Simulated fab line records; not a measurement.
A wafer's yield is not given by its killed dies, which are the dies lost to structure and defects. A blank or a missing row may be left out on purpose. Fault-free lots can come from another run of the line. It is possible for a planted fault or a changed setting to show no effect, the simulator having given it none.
fab line records	flow n5Finfet
[record] lots = 11	wafers = 32	lastDay = 17
route steps=1938 shown BEOL_M14@1771 BEOL_M15@1789 PASSIVATION@1936
lots untouched by any fault: they come from a run of this same line in which no faults occurred
startH: hours from the record's opening day to when the first of the lot's shown wafers began	waitH: time in hours since the lot's previous step	" same as the row above	L1.1+2: a row that stands for several wafers	- no value, or no start given	* or withheld: withheld	< > ~ a bound
route shown NAME@n: NAME is a module with steps in the file, n the number in the route of the first one	usual: mean and standard deviation over wafers with no fault	same: alike in all rows	chamber/n: place in a boat	sites: the reading at each site	_std_site: their standard deviation	_edge_site: inner sites' mean taken away from outer sites' mean	radiusMm: how far each site lies from the wafer's centre	mask NAME#n: copy n	behind: tool/chamber where the wafer was last shaped	hold: cause of the lot's hold/its duration in hours/its outcome	device: the transistor (n, p or np) that didn't switch	end of line: tests of these same wafers at the route's end	step lacking rows: just its recipe	killed: dies that structure and defects cost at the first sort, which is not the same as the wafer's yield	map: per-die view of a wafer (x killed, . not killed, _ where there is no die)
set.NAME: the setting the step ran with; set.NAME@STEP: the setting that earlier step ran with	model.NAME: the simulator's own value behind a step, which no gauge read
one table for each step of the route and one row for each wafer, over a sample of lots
services: a tool's chamber out of use, with start hour (startH, from the record's first day; less than 0 if before it), hours out, and reason
[[steps]]
[step N5_BEOL_M14_RS_MEAS_54]
[recipe] thkMeasGauge = four-point-probe	reads = Cu_of_BEOL_M14_ECD_47+Ta_of_BEOL_M14_SPUTTER_44+TaN_of_BEOL_M14_SPUTTER_43
[usual] M14_RS = 0.0330/0.00071
lot.wafer	tool	chamber	startH	waitH	M14_RS[ohm/sq]
L147.2	filmMetro-01	-	240.00	0.1	0.0328
L147.5	"	-	"	"	0.0323
L147.6	"	-	"	"	0.0329
L148.1	filmMetro-02	-	252.99	0.0	0.0333
L148.2	"	-	"	"	0.0334
L148.4	"	-	"	"	0.0326
L149.1	filmMetro-02	-	261.11	0.0	0.0322
L149.2	"	-	"	"	0.0325
L149.4	"	-	"	"	0.0330
L151.1	filmMetro-01	-	270.37	0.0	0.0320
L151.3	"	-	"	"	0.0331
L151.5	"	-	"	"	0.0325
L152.3	filmMetro-01	-	287.22	0.1	0.0342
L152.4	"	-	"	"	0.0339
L152.6	"	-	"	"	0.0339
L156.2	filmMetro-02	-	299.11	0.1	0.0340
L156.5	"	-	"	"	0.0334
L156.6	"	-	"	"	0.0327
L159.1	filmMetro-01	-	329.16	0.1	0.0330
L159.2	"	-	"	"	0.0323
L159.6	"	-	"	"	0.0330
L160.1	filmMetro-01	-	345.34	0.0	0.0332
L160.3	"	-	"	"	0.0333
L160.4	"	-	"	"	0.0328
L163.3	filmMetro-01	-	348.73	0.1	0.0315
L163.6	"	-	"	"	0.0340
L168.3	filmMetro-01	-	383.40	0.1	0.0324
L168.5	"	-	"	"	0.0323
L168.6	"	-	"	"	0.0325
L169.1	filmMetro-02	-	383.62	0.0	0.0335
L169.4	"	-	"	"	0.0326
L169.5	"	-	"	"	0.0344
[step N5_BEOL_M15_STRIP_63]
[recipe] chemistry = O2	powerW = 600	tempC = 60	pressureMtorr = 30	rfFrequencyHz = 6e+07	biasPowerW = 0	overashFraction = 0.3	o2FlowSccm = 225
[usual] drypumpMotorCurrentA = 5.7/0.42	oesProductAu = 0.78/0.093	rfVppV = 3.7/0.77	showerheadPlenumPTorr = 2.09/0.069	throttleValvePct = 16.62/0.24
lot.wafer	tool	chamber	startH	waitH	drypumpMotorCurrentA	oesProductAu	rfHoursCounterH	rfVppV	showerheadPlenumPTorr	throttleValvePct
L147.2	rieDiel-04	1	-	-	6.5	0.71	196	4.7	2.09	16.65
L147.5	"	0	"	"	6.6	0.80	-	2.7	2.19	16.84
L147.6	"	3	"	"	5.4	0.85	-	3.7	2.04	16.45
L148.1	rieDiel-01	1	-	-	5.6	0.70	207	3.5	2.09	16.92
L148.2	"	3	"	"	5.5	0.69	231	4.2	2.16	16.77
L148.4	"	2	"	"	5.5	0.69	244	3.2	2.15	16.80
L149.1	rieDiel-04	0	-	-	6.6	0.79	127	3.4	2.19	16.82
L149.2	"	3	"	"	5.4	0.85	84	3.6	2.03	16.46
L149.4	"	1	"	"	6.5	0.69	202	3.8	2.09	16.65
L151.1	rieDiel-01	3	-	-	5.5	0.68	235	3.4	2.16	16.80
L151.3	"	0	"	"	5.2	0.93	26	3.3	2.14	16.29
L151.5	"	0	"	"	5.3	0.92	-	3.1	2.14	16.27
L152.3	rieDiel-01	1	-	-	5.6	0.70	217	2.5	2.08	16.93
L152.4	"	1	"	"	5.6	0.69	-	3.7	2.08	16.98
L152.6	"	0	"	"	5.3	0.93	-	3.1	2.13	16.29
L156.2	rieDiel-05	2	-	-	5.6	0.83	67	4.0	2.14	16.32
L156.5	"	2	"	"	5.5	0.83	-	4.1	2.13	16.34
L156.6	"	3	"	"	5.6	0.71	-	3.2	1.99	16.63
L159.1	rieDiel-01	3	-	-	5.5	0.67	255	4.0	2.15	16.82
L159.2	"	0	"	"	5.2	0.89	47	5.7	2.13	16.32
L159.6	"	3	"	"	5.5	0.68	-	4.0	2.15	16.82
L160.1	rieDiel-01	1	-	-	5.6	0.67	238	4.0	2.07	16.96
L160.3	"	2	"	"	5.5	0.92	12	4.7	2.14	16.48
L160.4	"	0	"	"	5.3	0.89	-	3.2	2.13	16.35
L163.3	rieDiel-04	1	-	-	6.5	0.68	227	3.4	2.08	16.72
L163.6	"	2	"	"	5.6	0.72	-	3.1	2.07	16.33
L168.3	rieDiel-05	2	-	-	5.5	0.80	100	2.2	2.12	16.42
L168.5	"	0	"	"	6.1	0.90	-	4.3	2.23	16.45
L168.6	"	2	"	"	5.5	0.79	-	3.7	2.12	16.40
L169.1	rieDiel-01	2	-	-	5.5	0.91	28	3.7	2.14	16.51
L169.4	"	0	"	"	5.3	0.87	-	3.0	2.12	16.34
L169.5	"	3	"	"	5.4	0.92	-	4.9	2.14	16.35
[step N5_BEOL_M15_COAT_56]
[recipe] resist = SOC	tempC = 250	timeS = 60	spinRpm = 1500	resistThkNm = 550
[usual] heaterPowerTotalW = 500.3/1.7	plateTempC = 249.98/0.15	spinSpeedRpm = 1500.2/0.83
lot.wafer	tool	chamber	startH	waitH	heaterPowerTotalW	plateTempC	spinSpeedRpm
L147.2	lithoTrack-01	0	241.59	0.0	502.2	250.01	1500.6
L147.5	"	0	"	"	499.8	250.16	1500.4
L147.6	"	0	"	"	499.7	250.01	1499.5
L148.1	lithoTrack-03	0	254.35	0.0	500.5	249.99	1500.1
L148.2	"	0	"	"	499.7	249.98	1501.7
L148.4	"	0	"	"	501.8	250.06	1501.8
L149.1	lithoTrack-02	0	262.40	0.0	502.4	249.85	1500.3
L149.2	"	0	"	"	499.9	250.15	1499.7
L149.4	"	0	"	"	499.4	249.97	1499.2
L151.1	lithoTrack-01	0	271.61	0.0	498.0	250.12	1499.3
L151.3	"	0	"	"	498.4	250.05	1499.3
L151.5	"	0	"	"	501.0	249.80	1500.6
L152.3	lithoTrack-02	0	288.48	0.0	499.3	250.39	1501.6
L152.4	"	0	"	"	499.6	249.98	1500.6
L152.6	"	0	"	"	498.0	249.96	1500.2
L156.2	lithoTrack-01	0	300.69	0.0	498.4	249.72	1500.3
L156.5	"	0	"	"	500.1	250.03	1501.2
L156.6	"	0	"	"	500.4	249.88	1500.4
L159.1	lithoTrack-01	0	330.52	0.0	477.2	241.48	1499.9
L159.2	"	0	"	"	478.1	241.32	1501.0
L159.6	"	0	"	"	477.4	241.76	1499.2
L160.1	lithoTrack-01	0	346.58	0.0	480.3	241.35	1500.9
L160.3	"	0	"	"	477.4	241.29	1500.8
L160.4	"	0	"	"	479.3	241.23	1500.6
L163.3	lithoTrack-03	0	350.26	0.0	497.5	249.82	1500.3
L163.6	"	0	"	"	499.9	249.85	1501.0
L168.3	lithoTrack-02	0	384.81	0.0	498.8	249.93	1500.7
L168.5	"	0	"	"	499.2	249.85	1500.5
L168.6	"	0	"	"	501.7	249.97	1499.9
L169.1	lithoTrack-03	0	384.99	0.0	500.9	249.89	1499.8
L169.4	"	0	"	"	502.3	249.99	1500.6
L169.5	"	0	"	"	501.0	250.09	1500.2
[step N5_BEOL_M15_OVL_MEAS_29]
[recipe] pointsPerWafer = 44
[usual] M15_OVL = 4/5.6
lot.wafer	tool	chamber	startH	waitH	M15_OVL[nm]
L147.2	overlay-01	0	242.79	0.0	5
L147.5	"	0	"	"	3
L147.6	"	0	"	"	5
L148.1	overlay-01	0	255.34	0.0	8
L148.2	"	0	"	"	-3
L148.4	"	0	"	"	6
L149.1	overlay-02	0	263.28	0.0	1
L149.2	"	0	"	"	3
L149.4	"	0	"	"	7
L151.1	overlay-01	0	272.53	0.0	-1
L151.3	"	0	"	"	4
L151.5	"	0	"	"	5
L152.3	overlay-01	0	289.45	0.0	4
L152.4	"	0	"	"	8
L152.6	"	0	"	"	11
L156.2	overlay-02	0	301.68	0.0	7
L156.5	"	0	"	"	1
L156.6	"	0	"	"	16
L159.1	overlay-01	0	331.59	0.0	2
L159.2	"	0	"	"	3
L159.6	"	0	"	"	8
L160.1	overlay-01	0	347.45	0.0	5
L160.3	"	0	"	"	5
L160.4	"	0	"	"	8
L163.3	overlay-02	0	351.24	0.0	1
L163.6	"	0	"	"	-1
L168.3	overlay-02	0	385.67	0.0	-1
L168.5	"	0	"	"	5
L168.6	"	0	"	"	0
L169.1	overlay-02	0	385.85	0.0	8
L169.4	"	0	"	"	15
L169.5	"	0	"	"	15
[step N5_PASSIVATION_PROBE_49]
[usual] defectLimitedYield = 91.0/1.4	killed_at_M0_to_M3 = 35/10	killed_at_M4_up = 13/6	killedAtContacts = 13/6.4	killedAtFrontEnd = 42/12	killedAtOther = 3.2/2.4	killedDies = 107/17	killedOnRim = 15/4.1	killedOpen = 69/13	killedShort = 33/7.3	sort_bin_4_leakage = 0.00/0.022	sort_bin_5_function = 5.3/0.92	sort_bin_6_memory = 3.3/0.66	sort_bin_8_speed = 0.00/0.035	sortNPass = 1073/17	sortYieldPct = 90.9/1.4
[same] grossDies = 1180	killedAtBackSide = 0
lot.wafer	tool	chamber	startH	waitH	defectLimitedYield[%]	killed_at_M0_to_M3	killed_at_M4_up	killedAtContacts	killedAtFrontEnd	killedAtOther	killedDies	killedOnRim	killedOpen	killedShort	sort_bin_4_leakage[%]	sort_bin_5_function[%]	sort_bin_6_memory[%]	sort_bin_8_speed[%]	sortNPass	sortYieldPct[%]
L147.2	prober-02	-	265.21	0.1	90.7	33	10	18	46	3	110	16	67	38	0	5.2	3.6	0	1070	90.7
L147.5	prober-02	-	265.36	0.2	91.1	25	13	20	43	4	105	17	71	29	0	4.7	3.5	0	1075	91.1
L147.6	prober-02	-	265.41	0.3	88.6	27	12	20	74	2	135	24	75	57	0	6.8	4.3	0	1045	88.6
L148.1	prober-01	-	273.75	0.0	90.7	18	16	13	58	5	110	18	59	42	0	4.8	3.7	0	1070	90.7
L148.2	prober-01	-	273.80	0.1	91.5	35	10	14	38	3	100	18	59	37	0	5.1	3.2	0	1080	91.5
L148.4	prober-01	-	273.90	0.2	91.2	36	9	20	28	11	104	19	54	42	0	5.3	3.1	0	1076	91.2
L149.1	prober-02	-	278.56	0.3	90.8	43	6	11	46	2	108	21	57	43	0	4.7	3.6	0	1072	90.8
L149.2	prober-02	-	278.61	0.3	88.4	71	7	15	41	3	137	20	77	56	0	6.9	4.4	0.25	1040	88.1
L149.4	prober-02	-	278.71	0.4	90.1	42	10	15	42	8	117	15	78	29	0	5.8	3.6	0	1063	90.1
L151.1	prober-02	-	291.53	0.0	93.1	18	13	4	44	2	81	15	46	33	0	4.2	2.5	0	1099	93.1
L151.3	prober-02	-	291.63	0.1	91.4	11	11	29	47	4	102	16	60	34	0	4.8	3.2	0	1078	91.4
L151.5	prober-02	-	291.73	0.2	93.2	21	17	8	31	3	80	9	52	24	0	4.5	1.9	0	1100	93.2
L152.3	prober-02	-	309.04	0.1	90.8	38	9	12	45	5	109	14	68	31	0	5.6	3.5	0	1071	90.8
L152.4	prober-02	-	309.09	0.2	91.3	42	10	11	36	4	103	17	74	17	0.17	5.3	2.5	0	1075	91.1
L152.6	prober-02	-	309.19	0.3	90.2	51	8	7	42	8	116	17	73	37	0	6.4	3.1	0	1064	90.2
L156.2	prober-02	-	319.21	0.1	90.2	37	11	17	49	2	116	16	74	38	0	5.6	3.6	0	1064	90.2
L156.5	prober-02	-	319.36	0.2	89.7	45	10	8	56	2	121	20	81	33	0	7.3	2.7	0	1059	89.7
L156.6	prober-02	-	319.41	0.3	90.3	57	7	15	32	3	114	19	66	40	0	6.4	3.0	0	1066	90.3
L159.1	prober-01	-	353.77	0.0	92.0	29	14	15	34	2	94	15	54	31	0.08	4.9	2.7	0	1085	91.9
L159.2	prober-01	-	353.82	0.1	92.2	16	7	9	57	3	92	13	58	23	0	4.3	2.9	0	1088	92.2
L159.6	prober-01	-	354.02	0.3	93.6	36	10	8	22	0	76	14	50	24	0	3.1	3.2	0	1104	93.6
L163.3	prober-01	-	369.06	0.1	92.0	37	23	10	21	3	94	15	64	27	0	4.5	3.3	0	1086	92.0
L163.6	prober-01	-	369.21	0.3	91.3	35	9	15	36	8	103	14	73	28	0	5.6	3.1	0	1077	91.3
L160.1	prober-02	-	369.26	0.3	88.9	29	30	19	51	2	131	22	83	44	0	6.5	4.1	0	1049	88.9
L160.3	prober-02	-	369.36	0.4	90.9	49	26	12	18	2	107	12	76	29	0	5.8	3.1	0	1073	90.9
L160.4	prober-02	-	369.41	0.5	91.1	26	28	11	33	7	105	15	80	21	0	6.3	2.5	0	1075	91.1
L168.3	prober-01	-	405.03	0.1	89.2	40	11	26	49	2	128	20	82	45	0	6.3	4.2	0	1052	89.2
L168.5	prober-01	-	405.13	0.2	90.7	42	16	15	36	1	110	20	70	36	0	5.5	3.5	0	1070	90.7
L168.6	prober-01	-	405.18	0.3	93.1	27	5	12	37	0	81	11	58	20	0	4.5	2.1	0	1099	93.1
L169.1	prober-02	-	409.21	0.0	93.0	33	8	17	22	3	83	13	60	21	0	3.1	3.5	0	1097	93.0
L169.4	prober-02	-	409.36	0.2	92.0	41	5	17	27	4	94	14	59	34	0	5.1	2.5	0	1086	92.0
L169.5	prober-02	-	409.41	0.2	91.8	25	13	14	42	3	97	7	63	32	0	4.7	2.7	0	1083	91.8
// killed by level:class
L147.2 MOL_CONTACT_COAG:geometricParticle:open=18 GATE_CUT:geometricParticle:short=7 BEOL_M0_SAQP:geometricParticle:short=7 BEOL_M2:geometricParticle:open=7 ILD0:geometricParticle:open=6 GATE_CUT:geometricParticle:open=6 FIN_SAQP:geometricParticle:short=5 BEOL_M4:geometricParticle:open=5
L147.5 MOL_CONTACT_COAG:geometricParticle:open=15 STI_FIN_REVEAL:geometricParticle:open=7 DUMMY_GATE:geometricParticle:open=6 BEOL_M1:geometricParticle:open=6 FIN_SAQP:geometricParticle:short=5 FIN_SAQP:geometricParticle:open=5 GATE_CUT:geometricParticle:short=5 GATE_CUT:geometricParticle:open=5
L147.6 FIN_SAQP:geometricParticle:short=15 MOL_CONTACT_COAG:geometricParticle:open=13 STI_FIN_REVEAL:geometricParticle:open=11 GATE_CUT:geometricParticle:open=9 GATE_CUT:geometricParticle:short=9 STARTING-WAFER:geometricParticle:short=8 MOL_CONTACT_COAG:geometricParticle:short=7 BEOL_M0_SAQP:geometricParticle:short=7
L148.1 FIN_SAQP:geometricParticle:short=17 FIN_SAQP:geometricParticle:open=15 MOL_CONTACT_COAG:geometricParticle:open=9 BEOL_M4:geometricParticle:open=7 STI_FIN_REVEAL:geometricParticle:open=6 BEOL_M0_SAQP:geometricParticle:open=5 BEOL_M0_SAQP:geometricParticle:short=5 HKMG_FIN:areaEtch=4
L148.2 BEOL_M0_SAQP:geometricParticle:open=12 MOL_CONTACT_COAG:geometricParticle:open=11 FIN_SAQP:geometricParticle:short=10 BEOL_M0_SAQP:geometricParticle:short=9 BEOL_M3:geometricParticle:open=7 FIN_SAQP:geometricParticle:open=5 STI_FIN_REVEAL:geometricParticle:open=4 STI_FIN_REVEAL:geometricParticle:short=3
L148.4 MOL_CONTACT_COAG:geometricParticle:open=14 BEOL_M0_SAQP:geometricParticle:short=13 BEOL_M3:geometricParticle:open=7 FIN_SAQP:geometricParticle:short=6 BEOL_M0_SAQP:geometricParticle:open=6 GATE_CUT:geometricParticle:short=5 PASS1_CAP:geometricParticle:short=5 FIN_SAQP:geometricParticle:open=3
L149.1 FIN_SAQP:geometricParticle:short=11 BEOL_M0_SAQP:geometricParticle:open=11 BEOL_M0_SAQP:geometricParticle:short=10 MOL_CONTACT_COAG:geometricParticle:open=8 HKMG_FIN:areaEtch=6 BEOL_M1:geometricParticle:open=5 FIN_SAQP:geometricParticle:open=4 GATE_CUT:geometricParticle:open=4
L149.2 BEOL_M3:geometricParticle:open=17 BEOL_M0_SAQP:geometricParticle:short=16 BEOL_M1:geometricParticle:open=12 MOL_CONTACT_COAG:geometricParticle:open=11 GATE_CUT:geometricParticle:short=8 BEOL_M0_SAQP:geometricParticle:open=8 BEOL_M3:geometricParticle:short=6 BEOL_M2:geometricParticle:open=6
L149.4 BEOL_M0_SAQP:geometricParticle:open=15 MOL_CONTACT_COAG:geometricParticle:open=11 STI_FIN_REVEAL:geometricParticle:open=6 GATE_CUT:geometricParticle:open=6 BEOL_M3:geometricParticle:open=6 BEOL_M2:geometricParticle:short=5 HKMG_FIN:areaEtch=5 FIN_SAQP:geometricParticle:open=4
L151.1 FIN_SAQP:geometricParticle:short=15 FIN_SAQP:geometricParticle:open=8 STI_FIN_REVEAL:geometricParticle:open=7 MOL_CONTACT_COAG:geometricParticle:open=4 BEOL_M4:geometricParticle:open=4 BEOL_M0_SAQP:geometricParticle:short=3 BEOL_M0:geometricParticle:open=3 BEOL_M1:geometricParticle:short=3
L151.3 MOL_CONTACT_COAG:geometricParticle:open=25 FIN_SAQP:geometricParticle:short=11 FIN_SAQP:geometricParticle:open=6 STI_FIN_REVEAL:geometricParticle:open=4 PASS1_CAP:geometricParticle:short=4 STARTING-WAFER:geometricParticle:short=4 ILD0:geometricParticle:open=3 GATE_CUT:geometricParticle:open=3
L151.5 MOL_CONTACT_COAG:geometricParticle:open=7 FIN_SAQP:geometricParticle:short=6 FIN_SAQP:geometricParticle:open=5 STI_FIN_REVEAL:geometricParticle:open=5 BEOL_M3:geometricParticle:open=5 BEOL_M1:geometricParticle:open=4 GATE_CUT:geometricParticle:short=4 BEOL_M2:geometricParticle:open=4
L152.3 STI_FIN_REVEAL:geometricParticle:open=16 MOL_CONTACT_COAG:geometricParticle:open=9 FIN_SAQP:geometricParticle:open=8 BEOL_M2:geometricParticle:open=8 FIN_SAQP:geometricParticle:short=6 BEOL_M1:geometricParticle:open=5 BEOL_M2:geometricParticle:short=5 GATE_CUT:geometricParticle:open=4
L152.4 STI_FIN_REVEAL:geometricParticle:open=11 MOL_CONTACT_COAG:geometricParticle:open=10 BEOL_M1:geometricParticle:open=10 BEOL_M0_SAQP:geometricParticle:open=9 HKMG_FIN:areaEtch=9 FIN_SAQP:geometricParticle:open=5 BEOL_M0_SAQP:geometricParticle:short=5 BEOL_M0:geometricParticle:open=5
L152.6 BEOL_M0_SAQP:geometricParticle:open=17 FIN_SAQP:geometricParticle:open=12 BEOL_M3:geometricParticle:open=9 BEOL_M1:geometricParticle:open=9 FIN_SAQP:geometricParticle:short=7 MOL_CONTACT_COAG:geometricParticle:open=6 BEOL_M3:geometricParticle:short=6 BEOL_M0_SAQP:geometricParticle:short=5
L156.2 MOL_CONTACT_COAG:geometricParticle:open=16 STI_FIN_REVEAL:geometricParticle:open=13 BEOL_M0_SAQP:geometricParticle:open=10 STI_FIN_REVEAL:geometricParticle:short=8 BEOL_M0_SAQP:geometricParticle:short=8 FIN_SAQP:geometricParticle:open=7 GATE_CUT:geometricParticle:short=5 BEOL_M3:geometricParticle:open=5
L156.5 BEOL_M0_SAQP:geometricParticle:open=11 STI_FIN_REVEAL:geometricParticle:open=11 FIN_SAQP:geometricParticle:open=10 DUMMY_GATE:geometricParticle:open=9 BEOL_M3:geometricParticle:open=9 BEOL_M2:geometricParticle:open=7 MOL_CONTACT_COAG:geometricParticle:open=6 FIN_SAQP:geometricParticle:short=5
L156.6 BEOL_M0_SAQP:geometricParticle:short=16 BEOL_M3:geometricParticle:open=16 BEOL_M0_SAQP:geometricParticle:open=10 BEOL_M2:geometricParticle:open=8 MOL_CONTACT_COAG:geometricParticle:open=7 FIN_SAQP:geometricParticle:open=6 STI_FIN_REVEAL:geometricParticle:open=5 FIN_SAQP:geometricParticle:short=4
L159.1 BEOL_M4:geometricParticle:open=9 DUMMY_GATE:geometricParticle:open=8 FIN_SAQP:geometricParticle:short=7 MOL_CONTACT_COAG:geometricParticle:open=7 STI_FIN_REVEAL:geometricParticle:open=6 BEOL_M0_SAQP:geometricParticle:open=6 BEOL_M2:geometricParticle:open=5 BEOL_M0_SAQP:geometricParticle:short=5
L159.2 STI_FIN_REVEAL:geometricParticle:open=18 DUMMY_GATE:geometricParticle:open=6 MOL_CONTACT_COAG:geometricParticle:open=6 FIN_SAQP:geometricParticle:open=4 STI_FIN_REVEAL:geometricParticle:short=4 ILD0:geometricParticle:short=4 GATE_CUT:geometricParticle:short=4 BEOL_M2:geometricParticle:open=4
L159.6 STI_FIN_REVEAL:geometricParticle:open=9 BEOL_M0_SAQP:geometricParticle:short=8 BEOL_M0_SAQP:geometricParticle:open=7 BEOL_M4:geometricParticle:open=7 BEOL_M2:geometricParticle:open=7 BEOL_M3:geometricParticle:open=7 MOL_CONTACT_COAG:geometricParticle:open=4 MOL_CONTACT_COAG:geometricParticle:short=3
L163.3 BEOL_M2:geometricParticle:open=9 MOL_CONTACT_COAG:geometricParticle:open=8 BEOL_M3:geometricParticle:open=6 BEOL_M4:geometricParticle:open=6 ILD0:geometricParticle:open=5 BEOL_M0_SAQP:geometricParticle:short=5 BEOL_M6:geometricParticle:open=5 BEOL_M0:geometricParticle:short=4
L163.6 BEOL_M0_SAQP:geometricParticle:open=9 MOL_CONTACT_COAG:geometricParticle:open=8 BEOL_M2:geometricParticle:open=8 STI_FIN_REVEAL:geometricParticle:open=7 FIN_SAQP:geometricParticle:open=6 MOL_CONTACT_COAG:geometricParticle:short=6 BEOL_M3:geometricParticle:open=6 BEOL_M1:geometricParticle:open=5
L160.1 STI_FIN_REVEAL:geometricParticle:open=14 MOL_CONTACT_COAG:geometricParticle:open=14 BEOL_M4:geometricParticle:open=13 FIN_SAQP:geometricParticle:short=9 STI_FIN_REVEAL:geometricParticle:short=8 FIN_SAQP:geometricParticle:open=8 BEOL_M3:geometricParticle:open=7 BEOL_M2:geometricParticle:open=6
L160.3 BEOL_M0_SAQP:geometricParticle:open=12 MOL_CONTACT_COAG:geometricParticle:open=11 BEOL_M3:geometricParticle:open=11 BEOL_M4:geometricParticle:open=9 BEOL_M0_SAQP:geometricParticle:short=8 BEOL_M2:geometricParticle:open=7 BEOL_M5:geometricParticle:open=7 BEOL_M1:geometricParticle:open=6
L160.4 STI_FIN_REVEAL:geometricParticle:open=13 BEOL_M4:geometricParticle:open=13 BEOL_M3:geometricParticle:open=8 MOL_CONTACT_COAG:geometricParticle:open=7 BEOL_M2:geometricParticle:open=7 BEOL_M1:geometricParticle:open=5 GATE_CUT:geometricParticle:open=5 BEOL_M7:geometricParticle:open=4
L168.3 MOL_CONTACT_COAG:geometricParticle:open=22 DUMMY_GATE:geometricParticle:open=13 BEOL_M0_SAQP:geometricParticle:short=13 STI_FIN_REVEAL:geometricParticle:open=9 BEOL_M0_SAQP:geometricParticle:open=9 FIN_SAQP:geometricParticle:short=8 MOL_CONTACT_COAG:geometricParticle:short=4 DUMMY_GATE:geometricParticle:short=4
L168.5 BEOL_M0_SAQP:geometricParticle:open=15 MOL_CONTACT_COAG:geometricParticle:open=13 BEOL_M0_SAQP:geometricParticle:short=12 STI_FIN_REVEAL:geometricParticle:open=9 BEOL_M5:geometricParticle:open=7 BEOL_M0:geometricParticle:open=6 FIN_SAQP:geometricParticle:open=4 STI_FIN_REVEAL:geometricParticle:short=4
L168.6 STI_FIN_REVEAL:geometricParticle:open=15 MOL_CONTACT_COAG:geometricParticle:open=10 BEOL_M0_SAQP:geometricParticle:open=9 STI_FIN_REVEAL:geometricParticle:short=4 BEOL_M0_SAQP:geometricParticle:short=4 BEOL_M3:geometricParticle:open=4 DUMMY_GATE:geometricParticle:open=3 GATE_CUT:geometricParticle:short=3
L169.1 MOL_CONTACT_COAG:geometricParticle:open=13 BEOL_M0_SAQP:geometricParticle:open=11 STI_FIN_REVEAL:geometricParticle:open=5 BEOL_M4:geometricParticle:open=5 BEOL_M3:geometricParticle:open=4 MOL_CONTACT_COAG:geometricParticle:short=4 BEOL_M0_SAQP:geometricParticle:short=4 BEOL_M0:geometricParticle:open=4
L169.4 MOL_CONTACT_COAG:geometricParticle:open=13 BEOL_M0_SAQP:geometricParticle:open=10 BEOL_M0_SAQP:geometricParticle:short=7 GATE_CUT:geometricParticle:short=6 BEOL_M2:geometricParticle:open=5 BEOL_M3:geometricParticle:open=5 BEOL_M3:geometricParticle:short=5 MOL_CONTACT_COAG:geometricParticle:short=4
L169.5 STI_FIN_REVEAL:geometricParticle:open=13 MOL_CONTACT_COAG:geometricParticle:open=11 BEOL_M2:geometricParticle:open=8 FIN_SAQP:geometricParticle:open=7 BEOL_M4:geometricParticle:open=6 STARTING-WAFER:geometricParticle:open=5 FIN_SAQP:geometricParticle:short=4 GATE_CUT:geometricParticle:short=4
[[services]]
tool	chamber	startH	hours	kind
rieDiel-04	-	219.11	0.4	repair
lithoTrack-01	-	236.73	-	consumableReplace:filter
rieDiel-05	2	262.35	13.6	repair
rieDiel-01	2	275.85	-	clean
rieDiel-01	2	275.85	-	consumableReplace:focusRing
rieDiel-01	2	275.85	30.9	scheduledDown
rieDiel-01	2	275.85	30.9	ventCycle
rieDiel-05	-	292.60	0.7	repair
rieDiel-05	1	328.40	64.7	repair
rieDiel-01	3	333.67	1.7	repair
rieDiel-01	3	335.40	-	clean
rieDiel-01	3	335.40	-	consumableReplace:focusRing
rieDiel-01	3	335.40	22.5	scheduledDown
rieDiel-01	3	335.40	22.5	ventCycle
rieDiel-01	-	342.24	0.3	repair
rieDiel-05	0	348.81	15.9	repair
rieDiel-01	-	354.16	0.9	repair
lithoTrack-02	-	359.26	-	consumableReplace:filter
rieDiel-01	0	371.81	12.2	repair
rieDiel-05	-	372.31	2.8	pm
rieDiel-01	1	384.02	-	clean
rieDiel-01	1	384.02	-	consumableReplace:focusRing
rieDiel-01	1	384.02	26.3	scheduledDown
rieDiel-01	1	384.02	26.3	ventCycle
[[key]]
[firstSign] step = N5_BEOL_M15_COAT_56	reading = plateTempC	direction = down	sigmas = 56	usual = *	struck = *
[effect] step = N5_BEOL_M15_COAT_56	reading = heaterPowerTotalW	direction = down	sigmas = 13	usual = *	struck = *
metAt N5_BEOL_M15_COAT_56
struckLots L159,L160
notActingAt N5_BEOL_M14_RS_MEAS_54,N5_BEOL_M15_STRIP_63,N5_BEOL_M15_OVL_MEAS_29
onsetBetween 300.69 330.52
[fault] kind = processParameterDrift	tool = lithoTrack-01	chamber = -	onsetH = 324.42	steps = N5_BEOL_M15_COAT_56	channel = tempC	offset = *	shape = step	endH = 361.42	actsIn = *	stated = *
